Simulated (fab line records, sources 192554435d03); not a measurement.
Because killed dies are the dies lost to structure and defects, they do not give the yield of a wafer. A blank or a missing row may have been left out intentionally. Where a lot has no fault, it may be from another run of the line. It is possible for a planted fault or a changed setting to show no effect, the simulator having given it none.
Chamber matching ; flow n5 finfet ; cmp-02 running N5_MOL_CONTACT_COAG_CMP_28: 4 sister chambers
The step polishes, stops on SiNx, t overpolish 0.85 s, target thk 14.522 nm. 8 wafers are shown with their chamber, then 8 later ones without.

## WAFERS WITH THEIR CHAMBER
wafer;chamber;motor current A (A);time to endpoint s (s)
L075.3;0;13.3;5.1
L084.5;2;13.7;9.3
L086.1;1;11.2;7.6
L086.3;2;13.1;7.8
L090.1;0;13.6;4.4
L090.2;3;12.8;4.6
L090.4;1;11.3;4.5
L091.4;3;12.8;5.1

## WAFERS WITH NO CHAMBER GIVEN
wafer;motor current A (A);time to endpoint s (s)
L091.5;12.5;8.9
L091.6;11.6;6.5
L095.4;13.4;10.3
L095.5;13.5;8.8
L095.6;11.8;7.9
L097.2;13.4;4.8
L097.3;11.1;8.1
L097.5;12.8;6.2

## WHICH CHAMBER EACH WENT THROUGH
wafer;from the rows above;in truth
L091.5;can't be placed: 3 or 2 or 0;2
L091.6;1;1
L095.4;2;2
L095.5;2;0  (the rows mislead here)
L095.6;1;1
L097.2;0;0
L097.3;1;1
L097.5;can't be placed: 3 or 0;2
Correctly placed: 5 of 8. Can't be placed from these rows: 2 (the true chamber is among the candidates in 1). Number placed wrongly: 1.
How it was worked out, from the rows above alone: a wafer's distance from a chamber is the root of the sum, over the readings, of the square of ((its reading less the chamber's mean) divided by the reading's scatter). If the next closest chamber is less than 2 further off than the closest, the wafer can't be placed; otherwise it belongs to the closest. For every chamber, the mean is computed from those of its wafers that are shown. The scatter is the square root of a quotient: the sum, over the shown wafers, of each reading's squared deviation from its chamber's mean, divided by wafers minus chambers.
